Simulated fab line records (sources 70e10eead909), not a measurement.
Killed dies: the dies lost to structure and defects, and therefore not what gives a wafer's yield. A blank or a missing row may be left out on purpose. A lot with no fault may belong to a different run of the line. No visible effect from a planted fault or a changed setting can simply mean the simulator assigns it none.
fab line records	flow nand_harc
record lots=24	wafers=72	last_day=24
route steps=1159 shown A_STAIRCASE@689 A_SGD_CUT@772 A_SLIT@781 A_WL_FILL@809
lots with no fault: from the same line, run without faults
start_h: the number of hours between the record's first day and the start of the first shown wafer of the lot	wait_h: hours since the lot's step before	" repeats the value in the row above	L1.1+2: several wafers, shown together as one row	- no value, or no start given	* or withheld: withheld	< > ~ a bound
route shown NAME@n: NAME is a module with steps in the file, n the number in the route of the first one	usual: the fault-free wafers' mean and standard deviation	same: alike in all rows	chamber/n: place in a boat	sites: per-site readings	_std_site: standard deviation across them	_edge_site: inner sites' mean taken away from outer sites' mean	radius_mm: for every site, how far away it sits from the centre of the wafer	mask NAME#n: copy n	behind: the tool/chamber that last shaped the wafer	hold: why the lot was held/for how many hours/how that ended	device: names the non-switching transistor (n, p or np)	end of line: the route-end tests of the same wafers	a step with no rows: only its recipe	killed: dies lost to structure and defects at the first sort, not the wafer's yield	map: the dies of a wafer, with x for killed, . for not killed, _ for no die there
set.NAME: the setting as run; set.NAME@STEP: as run at that earlier step	model.NAME: the simulator's own value behind a step, which no gauge read
the route's steps for a sample of lots (tables are steps, rows are wafers)
services: when a tool's chamber went out of use (start_h, in hours from the record's first day, below 0 if earlier), for how many hours, and the reason
## steps
# step NHARC_A_STAIRCASE_HM_OPEN_463
# recipe o2_flow_sccm=400	cos_flow_sccm=20	ar_flow_sccm=0	rf_w=500	bias_w=300	chemistry=O2/COS
# usual drypump_motor_current_A=5.6/0.38	oes_product_au=0.996/0.013	rf_fwd_power_W=499.0/1.4	rf_vpp_V=467.9/2.8	showerhead_plenum_p_Torr=3.16/0.13	throttle_valve_pct=28.331/0.0094
lot.wafer	tool	chamber	start_h	wait_h	drypump_motor_current_A	oes_product_au	rf_fwd_power_W	rf_hours_counter_h	rf_vpp_V	showerhead_plenum_p_Torr	throttle_valve_pct
L074.4	rie_diel-13	2	-	-	5.3	0.988	498.7	52	466.6	3.08	28.323
L074.2	"	3	"	"	5.5	0.998	498.6	50	462.6	2.92	28.327
L074.6	"	2	"	"	5.4	0.982	500.4	-	464.7	3.08	28.333
L075.3	rie_diel-06	1	-	-	5.7	0.980	498.0	5	465.9	3.05	28.334
L075.1	"	3	"	"	4.9	0.980	499.2	5	471.1	3.26	28.348
L075.6	"	2	"	"	5.4	1.026	499.5	-	471.9	3.28	28.336
L076.2	rie_diel-13	1	-	-	6.1	0.998	498.3	63	467.1	3.12	28.323
L076.1	"	2	"	"	5.4	0.985	499.8	63	466.3	3.08	28.324
L076.6	"	2	"	"	5.3	0.986	500.6	-	467.3	3.08	28.337
L079.1	rie_diel-07	3	-	-	5.7	1.020	497.3	19	467.5	3.18	28.335
L079.4	"	0	"	"	5.3	0.997	497.7	19	470.5	3.28	28.327
L079.6	"	1	"	"	5.9	0.982	497.2	-	468.5	3.16	28.331
L077.4	rie_diel-06	3	-	-	4.8	0.983	497.8	11	470.1	3.26	28.336
L077.2	"	0	"	"	5.6	1.009	499.2	12	469.5	3.18	28.321
L077.5	"	2	"	"	5.5	1.021	498.4	-	471.7	3.28	28.325
L078.1	rie_diel-06	0	-	-	5.6	1.001	499.7	13	468.8	3.18	28.345
L078.6	"	0	"	"	5.6	1.014	499.2	-	468.3	3.18	28.325
L078.5	"	1	"	"	5.6	0.989	500.6	-	465.9	3.04	28.321
L080.2	rie_diel-13	2	-	-	5.4	0.991	500.2	2	467.2	3.07	28.330
L080.4	"	3	"	"	5.5	0.988	498.7	5	462.3	2.91	28.324
L080.1	"	1	"	"	6.1	0.978	498.6	6	468.1	3.12	28.330
L082.4	rie_diel-13	0	-	-	5.9	0.985	501.8	5	472.3	3.37	28.326
L082.5	"	1	"	"	6.1	0.978	499.4	-	465.4	3.12	28.331
L082.6	"	2	"	"	5.3	0.996	500.0	-	465.0	3.07	28.333
L081.2	rie_diel-06	2	-	-	5.5	1.014	500.7	17	471.7	3.28	28.340
L081.4	"	3	"	"	4.8	0.986	499.2	-	468.8	3.26	28.336
L081.6	"	0	"	"	5.6	1.008	500.0	-	467.8	3.18	28.321
L083.2	rie_diel-13	2	-	-	5.4	0.993	500.9	7	466.6	3.07	28.315
L083.5	"	2	"	"	5.4	0.990	501.0	-	466.4	3.07	28.336
L083.6	"	3	"	"	5.5	1.005	501.3	-	463.3	2.91	28.341
L084.2	rie_diel-13	2	-	-	5.4	0.989	502.2	8	464.1	3.07	28.337
L084.3	"	3	"	"	5.5	0.999	500.3	11	462.8	2.91	28.311
L084.5	"	2	"	"	5.4	0.988	502.1	-	467.6	3.07	28.335
L087.1	rie_diel-07	3	-	-	5.7	1.020	498.4	34	468.3	3.18	28.343
L087.6	"	1	"	"	5.9	0.982	500.6	-	468.3	3.15	28.330
L087.5	"	2	"	"	6.3	0.977	495.7	-	472.2	3.36	28.327
L086.2	rie_diel-07	3	-	-	5.8	1.027	497.0	36	467.8	3.18	28.322
L086.1	"	1	"	"	5.9	0.993	497.1	34	467.4	3.15	28.346
L086.5	"	3	"	"	5.8	1.019	497.5	-	470.5	3.18	28.325
L085.2	rie_diel-06	3	-	-	4.8	0.996	497.5	31	471.2	3.25	28.317
L085.3	"	1	"	"	5.7	0.991	497.8	29	465.3	3.04	28.337
L085.5	"	3	"	"	4.8	1.005	497.6	-	469.0	3.25	28.334
L088.1	rie_diel-06	2	-	-	5.5	1.011	497.9	33	469.6	3.27	28.334
L088.3	"	0	"	"	5.7	0.997	500.3	36	468.5	3.17	28.332
L088.6	"	2	"	"	5.5	0.998	497.3	-	469.6	3.27	28.311
L089.2	rie_diel-06	2	-	-	5.5	1.012	499.8	34	470.8	3.27	28.326
L089.5	"	1	"	"	5.7	0.987	496.2	-	464.8	3.03	28.342
L089.6	"	2	"	"	5.5	1.004	498.6	-	470.6	3.27	28.319
L091.4	rie_diel-06	0	-	-	5.6	1.010	500.1	37	467.9	3.17	28.339
L091.2	"	1	"	"	5.7	0.970	499.6	36	465.4	3.03	28.332
L091.6	"	3	"	"	4.8	0.995	499.7	-	470.2	3.25	28.337
L090.4	rie_diel-13	0	-	-	5.9	0.991	499.3	28	470.9	3.36	28.343
L090.2	"	1	"	"	6.2	0.972	497.7	29	465.4	3.11	28.334
L090.5	"	3	"	"	5.5	1.009	499.3	-	461.6	2.90	28.326
L092.2	rie_diel-13	2	-	-	5.4	0.990	499.9	17	466.2	3.07	28.323
L092.4	"	3	"	"	5.5	1.005	500.3	28	462.3	2.90	28.342
L092.6	"	3	"	"	5.5	0.995	498.0	-	462.4	2.90	28.332
L094.2	rie_diel-07	3	-	-	5.8	1.016	497.2	54	467.0	3.17	28.320
L094.6	"	2	"	"	6.3	0.980	497.3	-	471.7	3.34	28.324
L094.5	"	3	"	"	5.7	1.006	498.9	-	468.7	3.17	28.324
L095.1	rie_diel-07	1	-	-	5.8	0.998	502.5	55	467.8	3.14	28.344
L095.3	"	3	"	"	5.8	1.017	498.4	55	469.4	3.17	28.341
L095.6	"	1	"	"	5.8	0.997	500.1	-	468.2	3.14	28.347
L093.1	rie_diel-13	2	-	-	5.4	0.998	499.3	26	465.7	3.06	28.320
L093.2	"	3	"	"	5.5	1.005	500.3	39	462.1	2.90	28.339
L093.6	"	0	"	"	5.9	0.996	499.4	-	472.2	3.35	28.314
L096.4	rie_diel-06	0	-	-	5.6	1.007	497.9	51	467.9	3.17	28.344
L096.1	"	1	"	"	5.6	0.979	499.8	49	464.4	3.03	28.322
L096.5	"	2	"	"	5.5	1.015	496.6	-	469.7	3.26	28.328
L097.3	rie_diel-07	1	-	-	5.9	0.996	499.4	59	466.7	3.13	28.340
L097.4	"	2	"	"	6.3	0.988	498.8	60	470.9	3.34	28.354
L097.6	"	3	"	"	5.7	1.024	497.7	-	468.0	3.16	28.336
# step NHARC_A_SGD_CUT_CMP_21
# recipe target_thk_nm=148.19
# usual motor_current_A=12.2/0.76	time_to_endpoint_s=52/4.1
lot.wafer	tool	chamber	start_h	wait_h	motor_current_A	time_to_endpoint_s
L074.2	cmp-03	0	297.41	0.4	12.0	61
L074.4	"	3	"	"	13.6	54
L074.6	"	0	"	"	12.5	61
L075.3	cmp-01	1	324.97	0.4	12.4	54
L075.1	"	3	"	"	11.8	54
L075.6	"	2	"	"	11.6	53
L076.2	cmp-03	1	325.11	0.5	11.6	48
L076.1	"	2	"	"	12.8	47
L076.6	"	3	"	"	13.7	53
L077.2	cmp-01	0	334.72	0.4	9.9	49
L077.4	"	1	"	"	12.7	52
L077.5	"	3	"	"	11.5	52
L079.4	cmp-03	3	334.72	0.4	13.1	53
L079.1	"	0	"	"	12.5	56
L079.6	"	2	"	"	13.4	48
L078.1	cmp-04	3	340.61	0.4	12.2	53
L078.6	"	0	"	"	13.2	45
L078.5	"	1	"	"	12.0	50
L080.2	cmp-01	2	352.43	0.4	11.6	55
L080.1	"	0	"	"	10.6	53
L080.4	"	1	"	"	12.1	55
L082.4	cmp-04	0	352.45	0.4	12.9	39
L082.6	"	3	"	"	11.8	51
L082.5	"	0	"	"	12.8	43
L081.4	cmp-03	0	372.48	0.4	12.3	60
L081.2	"	1	"	"	11.3	49
L081.6	"	1	"	"	11.6	49
L083.2	cmp-04	3	372.50	0.4	12.0	48
L083.5	"	3	"	"	11.9	48
L083.6	"	0	"	"	12.6	41
L084.2	cmp-01	3	372.52	0.4	12.0	50
L084.3	"	0	"	"	10.8	52
L084.5	"	2	"	"	12.6	51
L086.1	cmp-04	0	381.90	0.4	13.7	45
L086.2	"	1	"	"	11.9	49
L086.5	"	3	"	"	12.3	50
L087.1	cmp-03	0	381.90	0.4	12.0	62
L087.6	"	3	"	"	13.1	55
L087.5	"	0	"	"	12.5	63
L085.2	cmp-03	1	389.16	0.4	11.2	51
L085.3	"	2	"	"	13.6	54
L085.5	"	2	"	"	12.6	49
L088.3	cmp-03	3	402.41	0.4	12.4	51
L088.1	"	1	"	"	11.1	49
L088.6	"	3	"	"	13.3	53
L089.2	cmp-01	1	402.46	0.4	12.4	52
L089.5	"	2	"	"	11.7	52
L089.6	"	3	"	"	11.7	50
L091.2	cmp-01	2	407.92	0.4	11.9	56
L091.4	"	3	"	"	12.2	51
L091.6	"	1	"	"	12.2	54
L092.2	cmp-03	3	415.50	0.4	12.2	52
L092.4	"	2	"	"	12.4	48
L092.6	"	3	"	"	13.1	52
L090.4	cmp-01	3	415.55	0.4	11.9	53
L090.2	"	0	"	"	10.6	53
L090.5	"	2	"	"	11.8	55
L093.1	cmp-01	2	438.71	0.4	11.6	51
L093.2	"	1	"	"	12.1	52
L093.6	"	3	"	"	11.8	51
L095.3	cmp-03	1	438.71	0.4	11.4	52
L095.1	"	2	"	"	13.2	49
L095.6	"	1	"	"	11.9	48
L094.2	cmp-04	1	438.76	0.4	12.2	55
L094.5	"	3	"	"	12.5	59
L094.6	"	0	"	"	12.2	48
L096.1	cmp-03	1	444.95	0.4	11.4	47
L096.4	"	2	"	"	13.1	51
L096.5	"	1	"	"	12.0	47
L097.4	cmp-04	2	450.39	0.4	11.9	49
L097.3	"	0	"	"	12.8	48
L097.6	"	2	"	"	12.1	50
# step NHARC_A_SLIT_DEP_23
# recipe target_thk_a=1000	target_thk_nm=100	temp_c=400	pressure_torr=3.5	flow_sccm=200	rf_w=350	material=SiON
# usual heater_power_w=700/100	rf_fwd_power_W=348.3/1
lot.wafer	tool	chamber	start_h	wait_h	heater_power_w	rf_fwd_power_W	since_wet_clean_h
L074.2	pecvd-01	0	303.41	1.4	777	348.1	53
L074.6	"	2	"	"	536	347.7	-
L074.4	"	0	"	"	769	347.4	-
L075.3	pecvd-01	2	328.55	1.0	557	347.9	79
L075.1	"	1	"	"	709	347.6	79
L075.6	"	1	"	"	719	348.8	-
L076.1	pecvd-02	2	328.86	1.7	676	346.1	162
L076.2	"	0	"	"	679	348.4	162
L076.6	"	0	"	"	688	349.0	-
L077.2	pecvd-03	0	337.91	1.4	744	349.5	33
L077.4	"	1	"	"	711	349.0	-
L077.5	"	0	"	"	764	349.8	-
L079.1	pecvd-01	0	338.34	1.9	776	347.8	88
L079.4	"	1	"	"	803	348.3	-
L079.6	"	2	"	"	555	348.9	-
L078.1	pecvd-01	1	346.41	1.6	774	349.2	96
L078.6	"	2	"	"	569	349.7	-
L078.5	"	0	"	"	690	349.0	-
L080.2	pecvd-01	0	358.61	1.3	757	348.8	109
L080.1	"	1	"	"	799	348.5	109
L080.4	"	2	"	"	562	349.1	-
L082.4	pecvd-02	2	358.61	0.8	653	346.8	-
L082.5	"	0	"	"	775	349.1	-
L082.6	"	1	"	"	831	348.2	-
L084.2	pecvd-02	0	375.67	1.4	741	347.1	27
L084.3	"	2	"	"	680	345.7	28
L084.5	"	1	"	"	701	346.7	-
L081.2	pecvd-01	1	375.80	1.5	772	347.5	126
L081.4	"	2	"	"	490	349.9	-
L081.6	"	0	"	"	785	346.9	-
L083.2	pecvd-03	2	375.86	1.3	530	346.9	71
L083.5	"	2	"	"	535	346.4	-
L083.6	"	1	"	"	667	350.8	-
L086.1	pecvd-03	1	386.47	1.9	700	348.7	81
L086.2	"	0	"	"	775	347.6	82
L086.5	"	2	"	"	526	348.1	-
L087.1	pecvd-01	0	386.64	2.0	812	346.8	137
L087.5	"	2	"	"	528	348.8	-
L087.6	"	1	"	"	793	348.2	-
L085.3	pecvd-02	1	395.45	1.0	731	348.9	47
L085.2	"	2	"	"	645	348.9	47
L085.5	"	0	"	"	749	348.4	-
L088.1	pecvd-03	1	405.49	1.7	774	349.8	101
L088.3	"	0	"	"	720	348.3	101
L088.6	"	0	"	"	718	351.5	-
L089.2	pecvd-01	2	406.63	1.4	499	350.6	157
L089.5	"	0	"	"	775	348.6	-
L089.6	"	1	"	"	727	348.4	-
L091.2	pecvd-02	0	411.02	1.4	727	349.4	63
L091.6	"	2	"	"	562	347.6	-
L091.4	"	1	"	"	832	348.2	-
L092.2	pecvd-03	1	418.84	1.5	797	349.1	114
L092.6	"	1	"	"	791	349.5	-
L092.4	"	0	"	"	802	349.3	-
L090.2	pecvd-02	1	418.99	1.3	827	348.9	71
L090.5	"	2	"	"	680	348.5	-
L090.4	"	0	"	"	734	348.2	-
L094.2	pecvd-02	2	441.86	1.3	568	347.6	94
L094.6	"	2	"	"	605	346.7	-
L094.5	"	1	"	"	863	350.0	-
L093.2	pecvd-03	0	441.96	1.3	711	348.2	137
L093.1	"	1	"	"	727	348.3	137
L093.6	"	0	"	"	720	348.1	-
L095.1	pecvd-01	1	442.12	1.7	714	349.7	11
L095.3	"	0	"	"	732	349.3	11
L095.6	"	1	"	"	727	349.6	-
L096.1	pecvd-02	1	450.45	1.7	838	348.4	102
L096.4	"	1	"	"	812	348.4	-
L096.5	"	2	"	"	693	348.4	-
L097.3	pecvd-01	1	455.15	1.0	774	348.3	24
L097.4	"	0	"	"	759	349.3	-
L097.6	"	1	"	"	813	348.8	-
# step NHARC_A_WL_FILL_ALD_00
# recipe target_thk_a=30	pulse_time_s=3	ald_cycles=30	temp_c=300	material=Al2O3
# usual heater_power_w=466/32	precursor_pulse_height_rel=1.000/0.02
lot.wafer	tool	chamber	start_h	wait_h	heater_power_w	precursor_pulse_height_rel	since_wet_clean_h
L074.2	ald_hk-01	3	315.27	0.1	471	1.045	76
L074.4	"	1	"	"	420	1.008	76
L074.6	"	3	"	"	462	0.982	-
L075.3	ald_hk-01	2	340.69	0.1	472	0.990	101
L075.1	"	1	"	"	431	1.004	102
L075.6	"	3	"	"	481	0.984	-
L076.1	ald_hk-01	1	340.91	0.3	443	0.989	102
L076.2	"	2	"	"	478	0.996	102
L076.6	"	3	"	"	481	0.987	-
L079.4	ald_hk-03	2	349.89	0.1	522	1.036	15
L079.1	"	0	"	"	453	1.039	15
L079.6	"	2	"	"	530	0.994	-
L077.2	ald_hk-04	3	349.92	0.1	439	0.972	151
L077.4	"	0	"	"	448	1.010	151
L077.5	"	2	"	"	504	0.993	-
L078.1	ald_hk-03	2	360.77	0.1	514	0.979	26
L078.5	"	3	"	"	464	1.003	-
L078.6	"	0	"	"	469	0.961	-
L080.1	ald_hk-03	2	370.68	0.1	520	0.998	36
L080.4	"	0	"	"	459	1.002	36
L080.2	"	1	"	"	427	1.008	36
L082.4	ald_hk-01	0	370.77	0.1	512	1.001	132
L082.6	"	1	"	"	434	1.009	-
L082.5	"	2	"	"	468	0.981	-
L084.2	ald_hk-01	0	388.27	0.1	516	1.004	149
L084.3	"	2	"	"	464	0.998	149
L084.5	"	0	"	"	522	0.995	-
L081.2	ald_hk-03	1	388.30	0.1	434	0.989	54
L081.4	"	2	"	"	524	1.043	54
L081.6	"	1	"	"	444	1.030	-
L083.2	ald_hk-03	1	392.51	1.3	425	0.961	58
L083.6	"	1	"	"	436	1.019	-
L083.5	"	2	"	"	531	1.001	-
L087.1	ald_hk-01	1	398.61	0.1	441	1.002	159
L087.5	"	0	"	"	514	0.976	-
L087.6	"	1	"	"	443	0.991	-
L086.1	ald_hk-04	2	398.63	0.1	484	1.000	22
L086.2	"	3	"	"	439	1.025	22
L086.5	"	0	"	"	415	0.995	-
L085.2	ald_hk-04	3	413.85	1.5	443	1.012	37
L085.3	"	0	"	"	415	0.985	37
L085.5	"	2	"	"	495	0.973	-
L088.3	ald_hk-03	3	417.53	0.1	472	0.992	83
L088.1	"	2	"	"	524	0.996	83
L088.6	"	3	"	"	461	1.001	-
L089.2	ald_hk-03	2	417.75	0.3	526	1.008	83
L089.5	"	0	"	"	457	0.981	-
L089.6	"	1	"	"	426	1.000	-
L091.4	ald_hk-01	3	424.42	0.1	482	0.991	7
L091.2	"	0	"	"	477	0.999	7
L091.6	"	2	"	"	445	0.981	-
L090.2	ald_hk-01	1	431.38	0.6	418	0.983	14
L090.4	"	2	"	"	445	1.020	14
L090.5	"	3	"	"	501	1.023	-
L092.4	ald_hk-01	1	431.60	0.8	413	0.987	14
L092.2	"	0	"	"	496	0.985	15
L092.6	"	1	"	"	416	0.989	-
L093.1	ald_hk-01	1	454.85	0.1	426	1.023	38
L093.2	"	2	"	"	453	0.989	38
L093.6	"	2	"	"	437	0.998	-
L094.2	ald_hk-03	3	454.92	0.1	475	0.965	120
L094.6	"	0	"	"	461	1.013	-
L094.5	"	1	"	"	433	0.979	-
L095.3	ald_hk-01	2	459.62	0.1	466	0.978	42
L095.1	"	3	"	"	501	1.004	42
L095.6	"	0	"	"	497	0.992	-
L096.1	ald_hk-04	0	462.93	0.1	416	1.039	86
L096.4	"	1	"	"	461	0.983	86
L096.5	"	0	"	"	416	0.973	-
L097.4	ald_hk-04	0	470.52	1.8	423	1.014	93
L097.3	"	1	"	"	448	1.005	93
L097.6	"	3	"	"	448	0.993	-
# step NHARC_A_WL_FILL_RTA_01
# recipe temp_c=1000	time_s=5
# usual lamp_power_pct=29.5/1.7	lamp_zone_3_pct=29.5/1.7	wafer_temp_C_max=1004.2/1.3
lot.wafer	tool	chamber	start_h	wait_h	lamp_power_pct	lamp_zone_3_pct	wafer_temp_C_max
L074.2	rtp_anneal-02	0	315.67	-	27.6	27.6	1003.2
L074.4	"	0	"	"	27.6	27.6	1001.9
L074.6	"	0	"	"	27.6	27.6	1002.9
L075.1	rtp_anneal-01	0	340.96	-	31.1	31.1	1005.0
L075.3	"	0	"	"	31.0	31.0	1004.8
L075.6	"	0	"	"	31.1	31.0	1005.0
L076.1	rtp_anneal-01	0	341.13	-	31.0	31.0	1005.0
L076.2	"	0	"	"	31.0	31.0	1005.0
L076.6	"	0	"	"	31.0	31.0	1005.0
L079.1	rtp_anneal-01	0	350.13	-	31.1	31.0	1006.0
L079.4	"	0	"	"	31.0	31.1	1006.3
L079.6	"	0	"	"	31.0	31.0	1005.0
L077.2	rtp_anneal-02	0	350.17	-	27.6	27.6	1002.5
L077.4	"	0	"	"	27.6	27.6	1003.6
L077.5	"	0	"	"	27.6	27.6	1002.6
L078.1	rtp_anneal-02	0	360.95	-	27.6	27.6	1003.3
L078.5	"	0	"	"	27.6	27.6	1003.0
L078.6	"	0	"	"	27.6	27.6	1002.7
L080.1	rtp_anneal-01	0	370.95	-	31.0	31.0	1004.3
L080.2	"	0	"	"	31.0	31.0	1006.3
L080.4	"	0	"	"	31.0	31.0	1007.1
L082.4	rtp_anneal-02	0	371.06	-	27.6	27.6	1004.4
L082.5	"	0	"	"	27.6	27.6	1002.2
L082.6	"	0	"	"	27.7	27.6	1002.8
L084.2	rtp_anneal-01	0	388.56	-	31.0	31.0	1006.5
L084.3	"	0	"	"	31.0	31.0	1006.1
L084.5	"	0	"	"	31.1	31.0	1005.3
L081.2	rtp_anneal-02	0	388.57	-	27.6	27.6	1003.5
L081.4	"	0	"	"	27.6	27.6	1003.7
L081.6	"	0	"	"	27.6	27.6	1001.7
L083.2	rtp_anneal-01	0	392.82	-	31.0	31.1	1004.5
L083.5	"	0	"	"	31.0	31.0	1006.1
L083.6	"	0	"	"	31.1	31.1	1004.5
L087.1	rtp_anneal-01	0	398.84	-	31.1	31.0	1004.1
L087.5	"	0	"	"	31.0	31.0	1004.4
L087.6	"	0	"	"	31.1	31.1	1004.4
L086.1	rtp_anneal-02	0	398.98	-	27.5	27.6	1003.1
L086.2	"	0	"	"	27.6	27.6	1003.1
L086.5	"	0	"	"	27.6	27.6	1004.2
L085.2	rtp_anneal-01	0	414.09	-	31.0	31.1	1004.7
L085.3	"	0	"	"	31.0	31.0	1004.9
L085.5	"	0	"	"	31.0	31.0	1005.8
L088.1	rtp_anneal-01	0	417.79	-	31.0	31.1	1004.1
L088.3	"	0	"	"	31.0	31.1	1003.8
L088.6	"	0	"	"	31.1	31.1	1005.1
L089.2	rtp_anneal-02	0	417.98	-	27.6	27.6	1002.7
L089.5	"	0	"	"	27.6	27.6	1003.3
L089.6	"	0	"	"	27.6	27.5	1004.1
L091.2	rtp_anneal-01	0	424.82	0.3	31.0	31.1	1005.5
L091.4	"	0	"	"	31.1	31.0	1004.9
L091.6	"	0	"	"	31.1	31.0	1004.7
L090.2	rtp_anneal-02	0	431.74	0.3	27.6	27.6	1002.7
L090.4	"	0	"	"	27.6	27.6	1004.4
L090.5	"	0	"	"	27.6	27.6	1003.2
L092.2	rtp_anneal-01	0	432.07	0.2	31.0	31.0	1005.7
L092.4	"	0	"	"	31.0	31.0	1006.3
L092.6	"	0	"	"	31.0	31.0	1005.0
L093.1	rtp_anneal-02	0	455.11	-	27.6	27.6	1004.0
L093.2	"	0	"	"	27.6	27.6	1002.0
L093.6	"	0	"	"	27.6	27.6	1003.2
L094.2	rtp_anneal-01	0	455.13	-	31.0	31.1	1005.5
L094.5	"	0	"	"	31.1	31.1	1004.3
L094.6	"	0	"	"	31.0	31.1	1005.5
L095.1	rtp_anneal-02	0	459.83	-	27.6	27.6	1003.4
L095.3	"	0	"	"	27.6	27.6	1003.4
L095.6	"	0	"	"	27.6	27.6	1002.5
L096.1	rtp_anneal-02	0	463.34	-	27.6	27.6	1002.3
L096.4	"	0	"	"	27.6	27.6	1003.6
L096.5	"	0	"	"	27.6	27.6	1002.9
L097.3	rtp_anneal-01	0	470.80	-	31.1	31.0	1003.6
L097.4	"	0	"	"	31.1	31.0	1005.7
L097.6	"	0	"	"	31.0	31.0	1003.9
# step NHARC_A_WL_FILL_INSPECT_15
# usual raw_defect_count=377/120
lot.wafer	tool	chamber	start_h	wait_h	raw_defect_count
L074.2	defect_inspect-01	-	359.13	0.0	340
L074.4	"	-	"	"	251
L074.6	"	-	"	"	325
L076.1	defect_inspect-01	-	366.73	0.0	480
L076.2	"	-	"	"	406
L076.6	"	-	"	"	248
L075.1	defect_inspect-02	-	366.75	0.0	325
L075.3	"	-	"	"	290
L075.6	"	-	"	"	238
L079.1	defect_inspect-02	-	380.80	0.0	393
L079.4	"	-	"	"	250
L079.6	"	-	"	"	315
L077.2	defect_inspect-02	-	380.92	0.0	566
L077.4	"	-	"	"	666
L077.5	"	-	"	"	389
L078.1	defect_inspect-02	-	391.13	0.0	317
L078.5	"	-	"	"	425
L078.6	"	-	"	"	379
L082.4	defect_inspect-02	-	401.27	0.0	262
L082.5	"	-	"	"	469
L082.6	"	-	"	"	252
L080.1	defect_inspect-01	-	403.93	0.0	311
L080.2	"	-	"	"	321
L080.4	"	-	"	"	345
L084.2	defect_inspect-01	-	417.02	0.0	289
L084.3	"	-	"	"	337
L084.5	"	-	"	"	407
L081.2	defect_inspect-02	-	417.03	0.0	226
L081.4	"	-	"	"	302
L081.6	"	-	"	"	398
L083.2	defect_inspect-01	-	421.35	0.1	308
L083.5	"	-	"	"	388
L083.6	"	-	"	"	536
L086.1	defect_inspect-01	-	428.79	0.0	413
L086.2	"	-	"	"	289
L086.5	"	-	"	"	202
L087.1	defect_inspect-01	-	428.94	0.0	532
L087.5	"	-	"	"	541
L087.6	"	-	"	"	421
L088.1	defect_inspect-01	-	444.05	0.0	324
L088.3	"	-	"	"	382
L088.6	"	-	"	"	242
L085.2	defect_inspect-01	-	444.12	0.0	311
L085.3	"	-	"	"	443
L085.5	"	-	"	"	438
L089.2	defect_inspect-02	-	448.32	0.0	459
L089.5	"	-	"	"	407
L089.6	"	-	"	"	362
L091.2	defect_inspect-02	-	452.50	0.0	216
L091.4	"	-	"	"	211
L091.6	"	-	"	"	307
L090.2	defect_inspect-02	-	457.53	0.0	280
L090.4	"	-	"	"	266
L090.5	"	-	"	"	345
L092.2	defect_inspect-02	-	457.60	0.0	580
L092.4	"	-	"	"	385
L092.6	"	-	"	"	389
L095.1	defect_inspect-02	-	483.29	0.0	258
L095.3	"	-	"	"	314
L095.6	"	-	"	"	247
L094.2	defect_inspect-02	-	487.53	0.0	430
L094.5	"	-	"	"	551
L094.6	"	-	"	"	408
L093.1	defect_inspect-01	-	491.82	0.1	276
L093.2	"	-	"	"	334
L093.6	"	-	"	"	536
L096.1	defect_inspect-02	-	499.44	0.1	246
L096.4	"	-	"	"	256
L096.5	"	-	"	"	353
L097.3	defect_inspect-01	-	500.68	0.0	520
L097.4	"	-	"	"	502
L097.6	"	-	"	"	514
## services
tool	chamber	start_h	hours	kind
rie_diel-06	2	225.22	6.5	repair
cmp-03	-	225.73	1.2	repair
ald_hk-01	-	229.23	10.0	pm
pecvd-01	-	237.00	13.0	pm
rie_diel-06	2	239.20	17.2	repair
rie_diel-06	-	241.58	9.0	pm
cmp-03	-	241.58	0.7	repair
cmp-03	-	254.00	4.0	pm
rie_diel-13	-	276.13	9.0	pm
rie_diel-13	2	286.64	8.8	repair
rtp_anneal-02	-	300.00	12.0	pm
ald_hk-01	-	301.37	1.0	repair
rie_diel-06	1	303.21	7.4	repair
rie_diel-06	-	323.32	2.1	repair
rie_diel-06	0	338.06	2.3	repair
cmp-03	-	352.00	4.0	pm
pecvd-01	-	395.33	1.6	repair
cmp-03	-	398.35	0.2	repair
rie_diel-13	1	399.79	10.7	repair
ald_hk-01	-	407.23	10.0	pm
pecvd-01	-	418.24	13.0	pm
rie_diel-06	-	418.58	9.0	pm
cmp-03	-	433.47	3.3	repair
cmp-03	-	450.00	4.0	pm
## key
fault none
